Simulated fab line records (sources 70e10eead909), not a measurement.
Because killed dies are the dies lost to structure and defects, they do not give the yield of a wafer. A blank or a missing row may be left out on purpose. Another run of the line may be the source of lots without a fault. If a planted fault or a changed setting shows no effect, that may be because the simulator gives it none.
fab line records | flow nand-harc
record lots=7 wafers=19 last-day=25
route steps=1159 shown A_WL_FILL@813
lots that met no fault: from a run of the same line without faults
start-h: hours from the record's opening day to when the first of the lot's shown wafers began | wait-h: time in hours since the lot's previous step | " the same as in the row above | L1.1+2: several wafers, shown together as one row | - no value, or no start was given | * or withheld: withheld | < > ~ a bound
route shown NAME@n: a module of which the file shows steps, and the number in the route of the first | usual: mean/standard deviation of fault-free wafers | same: alike in all rows | chamber/n: place in a boat | sites: readings site by site | _std_site: how widely they spread, as a standard deviation | _edge_site: outer sites' mean less inner sites' | radius-mm: for every site, how far away it sits from the centre of the wafer | mask NAME#n: copy n | behind: the tool/chamber that last shaped the wafer | hold: why the lot went on hold/how many hours it stayed there/how the hold came to an end | device: the n, p or np transistor that did not switch | end of line: tests run on the same wafers once the route is complete | a step given without rows: its recipe and nothing more | killed: not the wafer's yield, but the dies lost to structure and defects at the first sort | map: dies across one wafer; x = killed, . = not, _ = none there
set.NAME: the setting the step ran with; set.NAME@STEP: the setting that earlier step ran with | model.NAME: the simulator's own value behind a step, which no gauge read
lots at some steps of the route; a table a step, a row a wafer
services: when a tool's chamber went out of use (start-h, in hours from the record's first day, below 0 if earlier), for how many hours, and the reason
## steps
# step NHARC_A_WL_FILL_CVD_03
# recipe target-thk-a=400 temp-c=300 pressure-torr=40 wf6-flow-sccm=40 h2-flow-sccm=1600 ar-flow-sccm=1560 time-s=3302 material=W
# usual heater-power-outer-w=256/5.6 heater-power-w=460/28 throttle-valve-pct=7.98/0.21
# columns lot.wafer tool chamber start-h wait-h heater-power-outer-w heater-power-w throttle-valve-pct
L985.1 cvd-w-02 0 395.82 2.5 249 449 7.34
L985.5 " 1 397.21 3.8 259 428 8.27
L985.6 " 0 " " 248 449 7.69
L986.2 cvd-w-02 1 417.21 2.3 252 425 8.09
L986.5 " 1 419.08 4.2 255 431 8.20
L986.6 " 0 " " 251 444 7.67
L989.5 cvd-w-02 0 429.43 2.0 247 461 7.65
L989.6 " 1 " " 261 433 7.80
L994.1 cvd-w-02 0 442.63 5.2 244 456 7.69
L994.4 " 0 " " 251 460 7.83
L994.5 " 1 444.95 7.6 254 433 8.11
L995.4 cvd-w-01 1 450.27 2.6 251 451 8.08
L995.6 " 0 451.68 4.1 257 512 8.17
L996.3 cvd-w-02 1 462.48 4.1 252 450 7.98
L996.5 " 0 " " 254 445 7.45
L996.6 " 1 " " 254 422 7.80
L998.4 cvd-w-02 1 480.50 7.0 255 425 8.03
L998.3 " 0 " " 247 450 7.76
L998.6 " 1 " " 255 435 8.16
# step NHARC_A_WL_FILL_ETCHBACK_04
# recipe target-depth-a=600 time-s=120 chemistry=NF3
# step NHARC_A_WL_FILL_ETCHBACK_05
# recipe target-depth-a=220 time-s=60 temp-c=40 chemistry=Cl2/BCl3
# usual drypump-motor-current-A=5.6/0.45 oes-product-au=1.000/0.0094 run-length-s=81.06/0.29
# columns lot.wafer tool chamber start-h wait-h drypump-motor-current-A oes-product-au rf-hours-counter-h run-length-s
L985.1 rie-metal-01 1 398.90 0.2 6.0 0.998 2.0 81.22
L985.6 " 0 " " 6.0 1.011 - 81.20
L985.5 " 1 " " 6.0 1.005 - 81.31
L986.2 rie-metal-03 0 420.76 0.2 5.6 0.994 4.0 81.31
L986.6 " 1 " " 6.0 0.992 - 80.74
L986.5 " 0 " " 5.6 0.995 - 81.46
L989.6 rie-metal-02 1 431.16 0.1 4.9 0.996 - 81.16
L989.5 " 0 " " 5.3 1.005 - 80.76
L994.1 rie-metal-02 1 446.16 0.2 4.9 0.998 1.8 80.90
L994.4 " 0 " " 5.3 0.996 - 80.81
L994.5 " 0 " " 5.3 1.005 - 81.19
L995.4 rie-metal-03 0 452.90 0.2 5.6 0.998 - 81.40
L995.6 " 0 " " 5.6 0.990 - 81.30
L996.3 rie-metal-02 1 464.64 0.1 4.9 1.002 - 80.93
L996.6 " 0 " " 5.3 1.004 - 80.78
L996.5 " 1 " " 4.9 1.001 - 81.07
L998.3 rie-metal-03 0 483.13 0.2 5.6 1.003 - 81.37
L998.4 " 1 " " 6.0 0.988 - 80.86
L998.6 " 1 " " 6.0 0.991 - 81.41
# step NHARC_A_WL_FILL_STRIP_27
# recipe power-w=1500 temp-c=250 time-s=20 chemistry=N2/H2
# usual drypump-motor-current-A=5.68/0.28 heater-power-w=334/32
# columns lot.wafer tool chamber start-h wait-h drypump-motor-current-A heater-power-w rf-hours-counter-h
L985.1 plasma-asher-02 0 399.05 0.1 5.90 302 12
L985.5 " 1 " " 5.89 315 -
L985.6 " 0 " " 5.90 304 -
L986.2 plasma-asher-02 1 420.88 0.1 5.88 318 19
L986.5 " 1 " " 5.88 325 -
L986.6 " 0 " " 5.86 299 -
L989.6 plasma-asher-01 0 431.34 0.2 5.49 373 -
L989.5 " 1 " " 5.18 366 -
L994.1 plasma-asher-02 1 446.35 0.2 5.90 313 27
L994.4 " 1 " " 5.88 315 -
L994.5 " 0 " " 5.84 308 -
L995.4 plasma-asher-02 1 453.06 0.1 5.89 320 -
L995.6 " 0 " " 5.88 299 -
L996.3 plasma-asher-02 0 464.82 0.2 5.89 307 -
L996.5 " 0 " " 5.85 309 -
L996.6 " 1 " " 5.89 310 -
L998.4 plasma-asher-02 1 483.31 0.1 5.89 320 -
L998.3 " 0 " " 5.87 300 -
L998.6 " 1 " " 5.87 312 -
# step NHARC_A_WL_FILL_STRIP_28
# recipe time-s=1200 temp-c=72.5 chemistry=post-etch-residue-remover
# step NHARC_A_WL_FILL_PRECLEAN_06
# recipe time-s=300 chemistry=DIW
# step NHARC_A_WL_FILL_SRD_07
# step NHARC_A_WL_FILL_ANNEAL_08
# recipe temp-c=450 time-s=1800
# step NHARC_A_WL_FILL_ALD_10
# recipe target-thk-a=500 pulse-time-s=10 ald-cycles=500 temp-c=300 material=SiO2
# usual heater-power-outer-w=266/35 heater-power-w=477/51 precursor-pulse-height-rel=1.004/0.02
# columns lot.wafer tool chamber start-h wait-h heater-power-outer-w heater-power-w precursor-pulse-height-rel
L985.1 ald-hk-03 1 407.31 0.5 224 427 0.995
L985.5 " 1 409.38 2.6 227 426 1.027
L985.6 " 2 " " 254 490 1.022
L986.2 ald-hk-01 3 424.52 1.1 270 477 1.008
L986.5 " 1 425.55 2.1 258 444 0.979
L986.6 " 2 " " 287 504 1.005
L989.5 ald-hk-04 3 438.76 2.3 242 432 1.033
L989.6 " 0 " " 274 528 0.995
L994.4 ald-hk-03 1 452.11 0.6 226 410 0.976
L994.1 " 2 " " 261 493 1.005
L994.5 " 1 454.20 2.7 233 432 1.002
L995.4 ald-hk-03 2 458.51 0.0 264 496 0.981
L995.6 " 3 461.03 2.6 303 549 1.008
L996.3 ald-hk-03 3 468.88 1.6 304 535 0.992
L996.6 " 0 " " 291 522 1.006
L996.5 " 1 " " 231 409 1.011
L998.4 ald-hk-03 3 488.62 0.0 311 545 1.021
L998.3 " 0 " " 300 515 0.982
L998.6 " 0 491.18 2.6 298 510 0.980
# step NHARC_A_WL_FILL_ETCHBACK_16
# recipe target-depth-a=880 time-s=17.6 c4f8-flow-sccm=withheld o2-flow-sccm=8 ar-flow-sccm=withheld rf-w=600 bias-w=800 chemistry=C4F8/O2/Ar
# usual oes-product-au=0.987/0.023 rf-vpp-V=723/4.4 run-length-s=38.9/0.45
# columns lot.wafer tool chamber start-h wait-h oes-product-au rf-hours-counter-h rf-vpp-V run-length-s
L985.1 rie-diel-08 0 - - 0.918 4.8 728 39.4
L985.5 " 2 " " 0.915 - 726 38.2
L985.6 " 3 " " 0.931 - 717 39.0
L986.2 rie-diel-08 2 - - 0.982 6.4 727 38.1
L986.6 " 0 " " 0.990 - 726 39.4
L986.5 " 1 " " 0.988 - 729 38.2
L989.5 rie-diel-08 3 - - 1.004 - 718 39.2
L989.6 " 0 " " 0.985 - 726 39.1
L994.4 rie-diel-08 1 - - 1.007 8.0 729 38.5
L994.1 " 3 " " 1.013 8.6 719 38.8
L994.5 " 2 " " 0.991 - 728 38.2
L995.4 rie-diel-08 1 - - 0.998 8.2 728 38.6
L995.6 " 3 " " 0.998 - 719 39.2
L996.3 rie-diel-06 3 - - 1.002 1.4 728 38.4
L996.5 " 3 " " 1.002 - 727 38.5
L996.6 " 0 " " 1.001 - 723 38.9
L998.3 rie-diel-08 2 - - 0.996 0.2 728 38.1
L998.4 " 3 " " 1.011 0.1 718 39.0
L998.6 " 2 " " 1.003 - 727 38.1
# step NHARC_A_WL_FILL_STRIP_29
# recipe time-s=20 o2-flow-sccm=500 ar-flow-sccm=0 bias-w=0 chemistry=O2
# step NHARC_A_WL_FILL_ETCHBACK_17
# recipe target-depth-a=40 time-s=26.7 chemistry=Cl2/BCl3
# usual drypump-motor-current-A=5.7/0.39 oes-product-au=1.001/0.012 run-length-s=47.8/0.3
# columns lot.wafer tool chamber start-h wait-h drypump-motor-current-A oes-product-au rf-hours-counter-h run-length-s
L985.1 rie-metal-03 0 412.16 - 5.6 1.014 3.7 48.4
L985.6 " 1 " " 6.0 0.990 - 47.4
L985.5 " 0 " " 5.6 1.009 - 48.2
L986.2 rie-metal-02 0 428.32 - 5.3 0.992 0.9 47.8
L986.5 " 0 " " 5.3 0.995 - 47.9
L986.6 " 1 " " 4.9 1.004 - 47.7
L989.5 rie-metal-03 0 441.61 - 5.6 0.998 - 40.7
L989.6 " 1 " " 6.0 0.985 - 47.8
L994.1 rie-metal-01 0 456.44 - 6.0 1.021 3.6 47.8
L994.4 " 0 " " 6.0 1.028 - 47.4
L994.5 " 0 " " 6.0 1.025 - 48.3
L995.4 rie-metal-03 1 463.31 - 6.0 0.994 - 40.7
L995.6 " 0 " " 5.6 0.992 - 48.1
L996.3 rie-metal-03 0 472.22 - 5.6 1.009 - 48.1
L996.6 " 1 " " 6.0 0.992 - 47.6
L996.5 " 0 " " 5.6 1.016 - 40.7
L998.3 rie-metal-02 0 493.45 - 5.3 1.005 - 47.4
L998.4 " 1 " " 4.9 1.011 - 47.9
L998.6 " 0 " " 5.3 1.008 - 47.9
# step NHARC_A_WL_FILL_PRECLEAN_18
# recipe time-s=30 chemistry=dHF
## services
# columns tool chamber start-h hours kind
rie-diel-06 - 379.23 0.7 repair
cvd-w-02 - 379.65 13.0 pm
rie-metal-02 - 388.00 9.0 pm
rie-diel-06 3 393.27 5.8 repair
ald-hk-01 - 406.00 10.0 pm
rie-metal-03 - 408.25 0.2 repair
rie-diel-06 3 414.76 2.9 repair
rie-diel-06 - 418.33 9.0 pm
rie-diel-08 1 419.73 3.0 repair
rie-diel-06 - 429.95 0.6 repair
rie-metal-03 - 446.66 0.3 repair
rie-diel-08 1 451.01 3.7 repair
rie-metal-03 - 453.00 9.0 pm
rie-metal-03 0 453.00 9.0 vent-cycle
rie-metal-03 1 453.00 9.0 vent-cycle
plasma-asher-01 - 453.14 9.0 pm
rie-metal-03 0 462.00 - clean
rie-metal-03 1 462.00 - clean
plasma-asher-02 - 465.39 0.8 repair
plasma-asher-02 - 468.85 7.8 repair
cvd-w-01 - 474.02 13.0 pm
plasma-asher-02 - 476.75 1.5 repair
rie-diel-08 - 478.80 9.0 pm
cvd-w-02 - 482.44 0.6 repair
## key
first-sign step=NHARC_A_WL_FILL_ETCHBACK_17 reading=run-length-s direction=down sigmas=24 usual=* struck=*
effect none on later readings
met-at NHARC_A_WL_FILL_ETCHBACK_17
struck-wafers L989.5,L995.4,L996.5
tester-left-out L989,L995,L996
onset-between 412.16 441.61
fault kind=process-parameter-drift tool=rie-metal-03 chamber=- onset-h=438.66 steps=NHARC_A_WL_FILL_ETCHBACK_17 channel=time-s offset=* shape=step end-h=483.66 scope=struck-wafers-only acts-in=* stated=*
# tester-left-out: of these lots the tester's yield and bins aren't shown, on N5 and GAA mostly nor the transistor test; their killed dies are dies lost to structure and defects alone, not to doping, threshold or leakage, so they don't give the yield
